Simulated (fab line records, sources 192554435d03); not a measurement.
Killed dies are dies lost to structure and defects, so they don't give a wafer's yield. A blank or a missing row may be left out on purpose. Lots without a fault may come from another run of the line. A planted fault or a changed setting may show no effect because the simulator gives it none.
fab line records | flow n5_finfet
record lots=7 wafers=39
route steps=1938 shown ZERO_LAYER@14 FIN_SAQP@94 HKMG_FIN@442 MOL_CONTACT_COAG@605 BEOL_M2@857 BEOL_M3@969 BEOL_M5@1175 BEOL_M7@1329 BEOL_M9@1443 BEOL_M12@1630 BEOL_M13@1706 BEOL_M15@1820 PASSIVATION@1936
start_h: hours from the record's first day to the start of the lot's first wafer shown | wait_h: hours since the lot's step before | " the same as in the row above | L1.1+2: a row that stands for several wafers | - no value, or no start given | * or withheld: withheld | < > ~ a bound
route shown NAME@n: a module of which the file shows steps, and the number in the route of the first | usual: mean/standard deviation of fault-free wafers | same: alike in all rows | chamber/n: place in a boat | sites: the reading at each site | _std_site: their standard deviation | _edge_site: outer sites' mean less inner sites' | radius_mm: how far each site lies from the wafer's centre | mask NAME#n: copy n | behind: the tool/chamber that last shaped the wafer | hold: why the lot was held/for how many hours/how that ended | device: the transistor (n, p or np) that didn't switch | end of line: the same wafers' tests at the end of the route | a step without rows: its recipe alone | killed: dies lost to structure and defects at the first sort, not the wafer's yield | map: a wafer's dies, x killed, . not, _ none there
set.NAME: the setting as run; set.NAME@STEP: as run at that earlier step | model.NAME: the simulator's own value behind a step, which no gauge read
lots whose settings were changed on purpose; a table a step, a row a wafer
## steps
# step N5_ZERO_LAYER_DESCUM_16
# recipe chemistry=O2 time_s=7.9 source_power_w=50 bias_power_w=20 pressure_mtorr=20 rf_frequency_hz=2.712e+07 temp_c=40 o2_flow_sccm=225
# step N5_FIN_SAQP_ALD_61
# recipe material=SiO2 target_thk_a=40 temp_c=300 ald_precursor_family=BDEAS ald_co_reactant=O2-plasma pulse_time_s=1 purge_time_s=2 co_reactant_purge_time_s=2 ald_cycles=43 pressure_torr=2
# step N5_HKMG_FIN_ALD_91
# recipe material=TiN target_thk_a=10 temp_c=400 ald_precursor_family=TiCl4 ald_co_reactant=NH3 pulse_time_s=1 purge_time_s=3 co_reactant_purge_time_s=2 co_reactant_pulse_time_s=2 ald_cycles=47 pressure_torr=3
# step N5_MOL_CONTACT_COAG_DESCUM_45
# recipe chemistry=O2 time_s=7 source_power_w=50 bias_power_w=20 pressure_mtorr=20 rf_frequency_hz=2.712e+07 temp_c=40 resist=CAR-EUV o2_flow_sccm=225
# step N5_MOL_CONTACT_COAG_VIA_ETCH_117
# recipe chemistry=C4F6/O2 target_depth_a=400 overetch_a=80 mask_material=SOC target=SiO2 bias_w=455 pressure_mtorr=10 time_s=26 source_w=325 Ar_flow_sccm=300 C4F6_flow_sccm=10 O2_flow_sccm=10 ion_energy_ev=575.3 ends=end_point
# step N5_BEOL_M2_DESCUM_16
# step N5_BEOL_M3_DESCUM_33
# step N5_BEOL_M5_SPUTTER_48
# recipe material=Cu target_thk_a=150 temp_c=-20 chamber_pressure_pa=0.07 power_w=withheld time_s=27.62
# step N5_BEOL_M7_DEP_56
# recipe material=SiCN target_thk_a=100 temp_c=withheld precursor=3MS/NH3 pressure_torr=3 rf_w=202 time_s=17.5
# step N5_BEOL_M9_VIA_ETCH_34
# recipe chemistry=C4F6/O2 target=SiCOH_lowk target_depth_a=1824 mask_material=SOC taper_deg=4 time_s=68.4 ion_energy_ev=250 pressure_mtorr=30 source_w=345 bias_w=185 Ar_flow_sccm=300 C4F6_flow_sccm=10 O2_flow_sccm=10
# step N5_BEOL_M12_DEVELOP_27
# recipe develop_time_s=45 rinse_liquid=diw dry=air_spin dev_temp_c=21
# step N5_BEOL_M13_SPUTTER_44
# recipe material=Ta target_thk_a=100 temp_c=50 bias_v=80 power_w=15000 chamber_pressure_pa=0.07 time_s=16.13
# step N5_BEOL_M15_SPUTTER_44
# recipe material=Ta target_thk_a=150 temp_c=50 bias_v=80 power_w=15000 chamber_pressure_pa=0.07 time_s=24.19
# step N5_PASSIVATION_PROBE_49
# usual sort_bin_8_speed=0.00/0.014 sort_n_pass=1077/17 sort_yield_pct=91.3/1.5
# columns lot.wafer tool chamber start_h wait_h set.time_s@ZERO_LAYER_DESCUM_16 set.ald_cycles@FIN_SAQP_ALD_61 set.ald_cycles@HKMG_FIN_ALD_91 set.time_s@MOL_CONTACT_COAG_DESCUM_45 set.target_depth_a@MOL_CONTACT_COAG_VIA_ETCH_117 set.time_s@BEOL_M2_DESCUM_16 set.time_s@BEOL_M3_DESCUM_33 set.target_thk_a@BEOL_M5_SPUTTER_48 set.target_thk_a@BEOL_M7_DEP_56 set.target_depth_a@BEOL_M9_VIA_ETCH_34 set.develop_time_s@BEOL_M12_DEVELOP_27 set.time_s@BEOL_M13_SPUTTER_44 set.time_s@BEOL_M15_SPUTTER_44 sort_bin_8_speed[%] sort_n_pass sort_yield_pct[%]
L079.1 prober-01 - 311.91 0.0 6.092 43 47 10.98 400 4.032 7 83.22 100 2466 36.32 16.13 24.19 0 1042 88.3
L079.2 prober-01 - 311.96 0.1 6.092 43 69 7 577.3 4.032 7 150 100 1824 45 12.4 24.19 90.85 0 0
L079.3 prober-01 - 312.01 0.1 7.9 31 47 7 577.3 7 2.864 83.22 100 1824 36.32 12.4 24.19 0 1069 90.6
L079.4 prober-01 - 312.06 0.2 6.092 31 69 7 400 7 7 150 100 2466 45 16.13 24.19 90.76 0 0
L079.5 prober-01 - 312.11 0.2 7.9 31 47 10.98 577.3 4.032 2.864 150 100 2466 36.32 12.4 24.19 0 1097 93.0
L079.6 prober-01 - 312.16 0.3 7.9 43 69 10.98 400 7 2.864 83.22 100 1824 45 16.13 24.19 90.34 0 0
L080.1 prober-02 - 315.20 0.0 7.9 61 47 10.99 614.3 7 7 183.4 100 1824 45 20.97 24.19 0 1079 91.4
L080.2 prober-02 - 315.25 0.1 7.9 61 47 7 614.3 10.81 3.711 150 100 1824 45 20.97 24.19 0 1091 92.5
L080.3 prober-02 - 315.30 0.1 7.9 43 47 10.99 400 7 3.711 150 100 1824 45 16.13 30.57 0 1068 90.5
L080.4 prober-02 - 315.35 0.2 7.9 43 47 10.99 400 10.81 7 183.4 100 1824 45 20.97 30.57 0 1093 92.6
L080.5 prober-02 - 315.40 0.2 7.9 61 47 7 400 10.81 3.711 183.4 100 1824 45 16.13 30.57 0 1049 88.9
L080.6 prober-02 - 315.45 0.3 7.9 43 47 7 614.3 7 7 150 100 1824 45 16.13 24.19 0 1057 89.6
L081.1 prober-01 - 316.66 0.0 7.9 43 47 7 400 7 7 150 100 1824 45 16.13 24.19 0 1083 91.8
L081.3 prober-01 - 316.76 0.1 7.9 43 47 7 400 7 7 150 100 1824 45 16.13 24.19 0 1049 88.9
L081.6 prober-01 - 316.91 0.3 7.9 43 47 7 400 7 7 150 100 1824 45 16.13 24.19 0 1061 89.9
L085.1 prober-01 - 358.54 0.7 5.609 43 47 7 400 4.073 7 150 100 2748 45 22.47 24.19 0 1058 89.7
L085.2 prober-01 - 358.59 0.8 7.9 43 47 7 400 7 3.472 150 100 1824 45 16.13 14.6 0 1085 91.9
L085.3 prober-01 - 358.64 0.8 5.609 30 47 7 400 7 7 150 75.58 2748 45 16.13 24.19 0 1040 88.1
L085.4 prober-01 - 358.69 0.9 7.9 43 47 7 400 4.073 7 150 75.58 1824 62.96 22.47 14.6 0 1086 92.0
L085.5 prober-01 - 358.74 0.9 5.609 30 47 7 400 7 3.472 150 75.58 2748 62.96 22.47 14.6 0 1080 91.5
L085.6 prober-01 - 358.79 1.0 7.9 30 47 7 400 4.073 3.472 150 100 1824 62.96 16.13 24.19 0 1079 91.4
L092.1 prober-01 - 390.72 0.0 7.9 43 47 11 400 7 8.509 150 100 1824 45 23.99 38.3 0 1038 88.0
L092.2 prober-01 - 390.77 0.1 7.9 43 47 7 400 9.935 8.509 187.3 100 1824 45 16.13 38.3 0 1077 91.3
L092.3 prober-01 - 390.82 0.1 6.563 43 47 7 400 7 7 150 100 1824 19.05 23.99 24.19 0 1056 89.5
L092.4 prober-01 - 390.87 0.2 6.563 29 47 11 400 9.935 7 150 100 1824 19.05 16.13 38.3 0 1085 91.9
L092.5 prober-01 - 390.92 0.2 7.9 29 47 11 400 7 7 187.3 100 1824 45 16.13 24.19 0 1086 92.0
L092.6 prober-01 - 390.97 0.3 6.563 29 47 7 400 9.935 8.509 187.3 100 1824 19.05 23.99 24.19 0 1071 90.8
L093.1 prober-01 - 395.00 0.0 7.9 43 47 7 513 7 7 150 115.6 1824 45 16.13 24.19 0 1072 90.8
L093.2 prober-01 - 395.05 0.1 7.9 35 63 7 400 4.493 10.28 150 115.6 1490 45 11.36 24.19 85.34 37 3.1
L093.3 prober-01 - 395.10 0.1 9.087 35 47 3.095 513 7 10.28 76.52 115.6 1490 45 16.13 30.47 0 889 75.3
L093.4 prober-01 - 395.15 0.2 7.9 43 47 3.095 400 4.493 7 150 100 1490 45 16.13 30.47 0 909 77.0
L093.5 prober-01 - 395.20 0.2 9.087 35 63 7 400 7 7 76.52 100 1824 45 11.36 30.47 92.03 3 0.3
L093.6 prober-01 - 395.25 0.3 9.087 43 63 3.095 513 4.493 10.28 76.52 100 1824 45 11.36 24.19 90.08 0 0
L095.1 prober-02 - 396.43 0.0 7.9 43 47 7 400 7 7 220.9 58.69 1338 21.68 16.13 24.19 0 1 0.1
L095.2 prober-02 - 396.48 0.1 7.9 43 62 7 400 4.522 8.111 220.9 100 1338 21.68 16.13 24.19 0 0 0
L095.3 prober-02 - 396.53 0.1 10.76 43 62 5.414 400 4.522 7 150 100 1824 21.68 19.64 24.19 90.00 10 0.8
L095.4 prober-02 - 396.58 0.2 7.9 43 62 5.414 400 7 7 220.9 100 1824 45 19.64 24.19 88.47 6 0.5
L095.5 prober-02 - 396.63 0.2 10.76 43 47 7 400 4.522 8.111 150 58.69 1338 45 19.64 24.19 0 0 0
L095.6 prober-02 - 396.68 0.3 10.76 43 47 5.414 400 7 8.111 150 58.69 1824 45 16.13 24.19 0 1081 91.6
# killed by level:class
L079.1 MOL_CONTACT_COAG:geometric_particle:open=19 STI_FIN_REVEAL:geometric_particle:open=16 BEOL_M0_SAQP:geometric_particle:open=11 BEOL_M5:interface_void_opened=10 MOL_CONTACT_COAG:geometric_particle:short=9 BEOL_M1:geometric_particle:open=9 BEOL_M0_SAQP:geometric_particle:short=6 FIN_CUT:geometric_particle:short=4
L079.2 STI_FIN_REVEAL:geometric_particle:open=13 MOL_CONTACT_COAG:geometric_particle:open=12 BEOL_M0_SAQP:geometric_particle:open=8 STI_FIN_REVEAL:geometric_particle:short=6 FIN_SAQP:geometric_particle:open=5 FIN_SAQP:geometric_particle:short=5 BEOL_M2:geometric_particle:open=5 MOL_CONTACT_COAG:geometric_particle:short=5
L079.3 MOL_CONTACT_COAG:geometric_particle:open=16 BEOL_M0_SAQP:geometric_particle:short=12 BEOL_M0_SAQP:geometric_particle:open=8 BEOL_M3:geometric_particle:open=7 GATE_CUT:geometric_particle:short=7 STI_FIN_REVEAL:geometric_particle:open=6 BEOL_M2:geometric_particle:open=5 BEOL_M5:interface_void_opened=5
L079.4 MOL_CONTACT_COAG:geometric_particle:open=18 BEOL_M0_SAQP:geometric_particle:open=16 BEOL_M0_SAQP:geometric_particle:short=12 STI_FIN_REVEAL:geometric_particle:open=6 GATE_CUT:geometric_particle:short=5 BEOL_M4:geometric_particle:open=5 MOL_CONTACT_COAG:geometric_particle:short=4 BEOL_M0:geometric_particle:open=4
L079.5 MOL_CONTACT_COAG:geometric_particle:open=13 BEOL_M0_SAQP:geometric_particle:open=12 BEOL_M3:geometric_particle:open=7 BEOL_M0:geometric_particle:open=6 BEOL_M0_SAQP:geometric_particle:short=5 BEOL_M3:geometric_particle:short=4 STI_FIN_REVEAL:geometric_particle:open=3 MIM_TOP:geometric_particle:short=3
L079.6 MOL_CONTACT_COAG:geometric_particle:open=15 BEOL_M5:interface_void_opened=10 DUMMY_GATE:geometric_particle:open=7 BEOL_M0_SAQP:geometric_particle:short=6 FIN_SAQP:geometric_particle:open=5 FIN_SAQP:geometric_particle:short=5 MOL_CONTACT_COAG:geometric_particle:short=5 GATE_CUT:geometric_particle:short=5
L080.1 FIN_CUT:area_etch=14 BEOL_M0_SAQP:geometric_particle:open=8 FIN_SAQP:geometric_particle:short=7 DUMMY_GATE:geometric_particle:open=7 BEOL_M1:geometric_particle:open=7 STI_FIN_REVEAL:geometric_particle:open=6 BEOL_M2:geometric_particle:open=6 FIN_SAQP:geometric_particle:open=5
L080.2 FIN_CUT:area_etch=12 MOL_CONTACT_COAG:geometric_particle:open=11 BEOL_M0_SAQP:geometric_particle:short=7 DUMMY_GATE:geometric_particle:open=6 GATE_CUT:geometric_particle:short=6 STI_FIN_REVEAL:geometric_particle:open=4 BEOL_M0_SAQP:geometric_particle:open=4 BEOL_M1:geometric_particle:open=4
L080.3 BEOL_M0_SAQP:geometric_particle:open=15 BEOL_M2:geometric_particle:open=13 BEOL_M0_SAQP:geometric_particle:short=10 FIN_SAQP:geometric_particle:short=9 FIN_SAQP:geometric_particle:open=7 STARTING-WAFER:geometric_particle:short=5 MOL_CONTACT_COAG:geometric_particle:open=4 BEOL_M1:geometric_particle:open=4
L080.4 MOL_CONTACT_COAG:geometric_particle:open=10 BEOL_M0_SAQP:geometric_particle:open=8 BEOL_M1:geometric_particle:open=7 FIN_SAQP:geometric_particle:open=6 BEOL_M0_SAQP:geometric_particle:short=6 GATE_CUT:geometric_particle:short=5 FIN_SAQP:geometric_particle:short=4 DUMMY_GATE:geometric_particle:open=4
L080.5 BEOL_M0_SAQP:geometric_particle:short=14 BEOL_M0_SAQP:geometric_particle:open=11 FIN_SAQP:geometric_particle:open=10 BEOL_M1:geometric_particle:open=10 FIN_SAQP:geometric_particle:short=8 STI_FIN_REVEAL:geometric_particle:open=8 MOL_CONTACT_COAG:geometric_particle:open=8 FIN_CUT:area_etch=8
L080.6 FIN_SAQP:geometric_particle:short=20 BEOL_M0_SAQP:geometric_particle:short=12 FIN_SAQP:geometric_particle:open=10 BEOL_M1:geometric_particle:open=8 STI_FIN_REVEAL:geometric_particle:open=7 BEOL_M0_SAQP:geometric_particle:open=6 BEOL_M4:geometric_particle:open=6 BEOL_M2:geometric_particle:open=4
L081.1 STI_FIN_REVEAL:geometric_particle:open=12 BEOL_M0_SAQP:geometric_particle:short=11 FIN_SAQP:geometric_particle:open=7 DUMMY_GATE:geometric_particle:open=6 MOL_CONTACT_COAG:geometric_particle:open=6 MOL_CONTACT_COAG:geometric_particle:short=6 ILD0:geometric_particle:open=5 BEOL_M2:geometric_particle:open=5
L081.3 MOL_CONTACT_COAG:geometric_particle:open=14 DUMMY_GATE:geometric_particle:open=12 BEOL_M0_SAQP:geometric_particle:open=12 FIN_SAQP:geometric_particle:short=9 STI_FIN_REVEAL:geometric_particle:open=9 BEOL_M0_SAQP:geometric_particle:short=8 BEOL_M4:geometric_particle:open=7 BEOL_M1:geometric_particle:open=6
L081.6 MOL_CONTACT_COAG:geometric_particle:open=17 BEOL_M1:geometric_particle:open=15 BEOL_M0_SAQP:geometric_particle:short=9 BEOL_M4:geometric_particle:open=8 STI_FIN_REVEAL:geometric_particle:open=7 BEOL_M3:geometric_particle:open=7 BEOL_M2:geometric_particle:open=6 BEOL_M0_SAQP:geometric_particle:open=6
L085.1 MOL_CONTACT_COAG:geometric_particle:open=17 STI_FIN_REVEAL:geometric_particle:open=15 GATE_CUT:geometric_particle:open=10 BEOL_M1:geometric_particle:open=8 STI_FIN_REVEAL:geometric_particle:short=7 BEOL_M4:geometric_particle:open=7 GATE_CUT:geometric_particle:short=6 BEOL_M2:geometric_particle:open=6
L085.2 MOL_CONTACT_COAG:geometric_particle:open=14 FIN_SAQP:geometric_particle:short=10 FIN_SAQP:geometric_particle:open=8 BEOL_M1:geometric_particle:open=7 BEOL_M2:geometric_particle:open=7 GATE_CUT:geometric_particle:short=6 BEOL_M4:geometric_particle:open=6 MOL_CONTACT_COAG:geometric_particle:short=4
L085.3 STI_FIN_REVEAL:geometric_particle:open=31 MOL_CONTACT_COAG:geometric_particle:open=14 BEOL_M3:geometric_particle:open=11 FIN_SAQP:geometric_particle:short=7 MOL_CONTACT_COAG:geometric_particle:short=7 DUMMY_GATE:geometric_particle:open=6 GATE_CUT:geometric_particle:short=6 FIN_SAQP:geometric_particle:open=5
L085.4 MOL_CONTACT_COAG:geometric_particle:open=20 GATE_CUT:geometric_particle:short=13 STI_FIN_REVEAL:geometric_particle:open=9 BEOL_M2:geometric_particle:open=8 BEOL_M1:geometric_particle:open=5 FIN_SAQP:geometric_particle:open=4 MOL_CONTACT_COAG:geometric_particle:short=3 BEOL_M3:geometric_particle:open=3
L085.5 STI_FIN_REVEAL:geometric_particle:open=19 MOL_CONTACT_COAG:geometric_particle:open=9 BEOL_M0_SAQP:geometric_particle:open=8 FIN_SAQP:geometric_particle:open=7 BEOL_M0_SAQP:geometric_particle:short=6 BEOL_M4:geometric_particle:open=5 GATE_CUT:geometric_particle:open=5 FIN_SAQP:geometric_particle:short=4
L085.6 STI_FIN_REVEAL:geometric_particle:open=21 MOL_CONTACT_COAG:geometric_particle:open=9 BEOL_M3:geometric_particle:open=8 DUMMY_GATE:geometric_particle:open=6 BEOL_M4:geometric_particle:open=6 FIN_SAQP:geometric_particle:short=4 STI_FIN_REVEAL:geometric_particle:short=4 GATE_CUT:geometric_particle:open=4
L092.1 STI_FIN_REVEAL:geometric_particle:open=22 BEOL_M3:geometric_particle:open=18 BEOL_M1:geometric_particle:open=11 FIN_SAQP:geometric_particle:open=10 BEOL_M2:geometric_particle:open=8 FIN_SAQP:geometric_particle:short=7 BEOL_M0_SAQP:geometric_particle:open=7 MOL_CONTACT_COAG:geometric_particle:open=6
L092.2 BEOL_M0_SAQP:geometric_particle:open=10 MOL_CONTACT_COAG:geometric_particle:open=10 BEOL_M0_SAQP:geometric_particle:short=10 FIN_SAQP:geometric_particle:short=8 STI_FIN_REVEAL:geometric_particle:open=7 BEOL_M2:geometric_particle:open=6 FIN_SAQP:geometric_particle:open=5 BEOL_M7:geometric_particle:open=4
L092.3 BEOL_M0_SAQP:geometric_particle:open=11 BEOL_M0_SAQP:geometric_particle:short=11 FIN_SAQP:geometric_particle:open=10 BEOL_M1:geometric_particle:open=10 MOL_CONTACT_COAG:geometric_particle:short=6 MOL_CONTACT_COAG:geometric_particle:open=6 BEOL_M2:geometric_particle:open=6 DUMMY_GATE:geometric_particle:open=4
L092.4 STI_FIN_REVEAL:geometric_particle:open=12 FIN_SAQP:geometric_particle:open=10 BEOL_M1:geometric_particle:open=10 FIN_SAQP:geometric_particle:short=6 BEOL_M0_SAQP:geometric_particle:short=6 BEOL_M0_SAQP:geometric_particle:open=6 MOL_CONTACT_COAG:geometric_particle:open=4 BEOL_M2:geometric_particle:open=4
L092.5 STI_FIN_REVEAL:geometric_particle:open=16 FIN_SAQP:geometric_particle:open=9 MOL_CONTACT_COAG:geometric_particle:open=8 BEOL_M3:geometric_particle:open=8 FIN_SAQP:geometric_particle:short=4 DUMMY_GATE:geometric_particle:open=4 GATE_CUT:geometric_particle:short=4 BEOL_M0_SAQP:geometric_particle:open=4
L092.6 STI_FIN_REVEAL:geometric_particle:open=14 FIN_SAQP:geometric_particle:open=11 MOL_CONTACT_COAG:geometric_particle:open=10 BEOL_M3:geometric_particle:open=7 DUMMY_GATE:geometric_particle:open=6 BEOL_M0_SAQP:geometric_particle:short=6 BEOL_M0:geometric_particle:open=5 FIN_SAQP:geometric_particle:short=4
L093.1 FIN_SAQP:geometric_particle:open=12 MOL_CONTACT_COAG:geometric_particle:open=12 FIN_SAQP:geometric_particle:short=11 GATE_CUT:geometric_particle:short=10 DUMMY_GATE:geometric_particle:open=8 BEOL_M0_SAQP:geometric_particle:short=6 BEOL_M0:geometric_particle:open=5 BEOL_M1:geometric_particle:open=5
L093.2 BEOL_M9:area_etch=19 MOL_CONTACT_COAG:geometric_particle:open=12 FIN_SAQP:geometric_particle:open=6 STI_FIN_REVEAL:geometric_particle:open=6 DUMMY_GATE:geometric_particle:open=6 GATE_CUT:geometric_particle:short=5 MOL_CONTACT_COAG:geometric_particle:short=5 BEOL_M1:geometric_particle:short=5
L093.3 BEOL_M9:area_etch=203 FIN_SAQP:geometric_particle:open=10 MOL_CONTACT_COAG:geometric_particle:open=10 GATE_CUT:geometric_particle:open=9 BEOL_M5:interface_void_opened=9 FIN_SAQP:geometric_particle:short=5 BEOL_M0_SAQP:geometric_particle:open=5 BEOL_M2:geometric_particle:open=4
L093.4 BEOL_M9:area_etch=146 MOL_CONTACT_COAG:geometric_particle:open=19 BEOL_M2:geometric_particle:open=11 ILD0:geometric_particle:open=7 BEOL_M1:geometric_particle:open=7 FIN_SAQP:geometric_particle:short=6 DUMMY_GATE:geometric_particle:open=6 ILD0:geometric_particle:short=6
L093.5 MOL_CONTACT_COAG:geometric_particle:open=14 BEOL_M0_SAQP:geometric_particle:open=9 BEOL_M5:interface_void_opened=8 BEOL_M0_SAQP:geometric_particle:short=6 PASS1_CAP:geometric_particle:open=5 PASS1_CAP:geometric_particle:short=5 DUMMY_GATE:geometric_particle:open=4 ILD0:geometric_particle:open=4
L093.6 MOL_CONTACT_COAG:geometric_particle:open=16 FIN_SAQP:geometric_particle:open=10 BEOL_M5:interface_void_opened=8 GATE_CUT:geometric_particle:short=7 BEOL_M2:geometric_particle:open=6 FIN_SAQP:geometric_particle:short=4 GATE_CUT:geometric_particle:open=4 BEOL_M4:geometric_particle:open=4
L095.1 BEOL_M9:area_etch=1084 FIN_SAQP:geometric_particle:short=16 BEOL_M0_SAQP:geometric_particle:short=7 STI_FIN_REVEAL:geometric_particle:open=6 DUMMY_GATE:geometric_particle:open=6 BEOL_M1:geometric_particle:open=5 MOL_CONTACT_COAG:geometric_particle:open=4 BEOL_M0_SAQP:geometric_particle:open=4
L095.2 BEOL_M9:area_etch=1094 BEOL_M0_SAQP:geometric_particle:open=11 FIN_SAQP:geometric_particle:short=9 BEOL_M0_SAQP:geometric_particle:short=9 BEOL_M1:geometric_particle:open=9 MOL_CONTACT_COAG:geometric_particle:open=5 FIN_SAQP:geometric_particle:open=3 SPACER0:geometric_particle:open=3
L095.3 FIN_SAQP:geometric_particle:short=16 BEOL_M3:geometric_particle:open=10 MOL_CONTACT_COAG:geometric_particle:open=7 BEOL_M0_SAQP:geometric_particle:open=7 BEOL_M0:geometric_particle:open=7 BEOL_M1:geometric_particle:open=7 BEOL_M0_SAQP:geometric_particle:short=6 BEOL_M4:geometric_particle:open=6
L095.4 FIN_SAQP:geometric_particle:short=19 BEOL_M0_SAQP:geometric_particle:short=18 BEOL_M1:geometric_particle:open=12 FIN_SAQP:geometric_particle:open=10 BEOL_M0_SAQP:geometric_particle:open=9 BEOL_M4:geometric_particle:open=7 BEOL_M2:geometric_particle:open=5 STI_FIN_REVEAL:geometric_particle:open=4
L095.5 BEOL_M9:area_etch=1083 BEOL_M0_SAQP:geometric_particle:short=9 BEOL_M1:geometric_particle:open=9 FIN_SAQP:geometric_particle:short=8 BEOL_M0_SAQP:geometric_particle:open=8 MOL_CONTACT_COAG:geometric_particle:open=6 BEOL_M4:geometric_particle:open=5 FIN_SAQP:geometric_particle:open=4
L095.6 FIN_SAQP:geometric_particle:short=12 BEOL_M0_SAQP:geometric_particle:short=9 BEOL_M3:geometric_particle:open=9 BEOL_M0_SAQP:geometric_particle:open=8 BEOL_M4:geometric_particle:open=8 FIN_SAQP:geometric_particle:open=7 BEOL_M1:geometric_particle:open=6 BEOL_M1:geometric_particle:short=5
## key
split step=N5_ZERO_LAYER_DESCUM_16 setting=time_s stated_as=7.9
response none clear
split step=N5_FIN_SAQP_ALD_61 setting=ald_cycles stated_as=43
response none clear
split step=N5_HKMG_FIN_ALD_91 setting=ald_cycles stated_as=47
response step=N5_PASSIVATION_PROBE_49 reading=sort_bin_8_speed slope=+2.2 per=1% together_with=all explained=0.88
response step=N5_PASSIVATION_PROBE_49 reading=sort_yield_pct slope=-2.02 per=1% together_with=all explained=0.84
response step=N5_PASSIVATION_PROBE_49 reading=sort_n_pass slope=-23.8 per=1% together_with=all explained=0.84
split step=N5_MOL_CONTACT_COAG_DESCUM_45 setting=time_s stated_as=7
response none clear
split step=N5_MOL_CONTACT_COAG_VIA_ETCH_117 setting=target_depth_a stated_as=400
response none clear
split step=N5_BEOL_M2_DESCUM_16 setting=time_s stated_as=7
response none clear
split step=N5_BEOL_M3_DESCUM_33 setting=time_s stated_as=7
response none clear
split step=N5_BEOL_M5_SPUTTER_48 setting=target_thk_a stated_as=150
response none clear
split step=N5_BEOL_M7_DEP_56 setting=target_thk_a stated_as=100
response none clear
split step=N5_BEOL_M9_VIA_ETCH_34 setting=target_depth_a stated_as=1824
response none clear
split step=N5_BEOL_M12_DEVELOP_27 setting=develop_time_s stated_as=45
response none clear
split step=N5_BEOL_M13_SPUTTER_44 setting=time_s stated_as=16.13
response none clear
split step=N5_BEOL_M15_SPUTTER_44 setting=time_s stated_as=24.19
response none clear
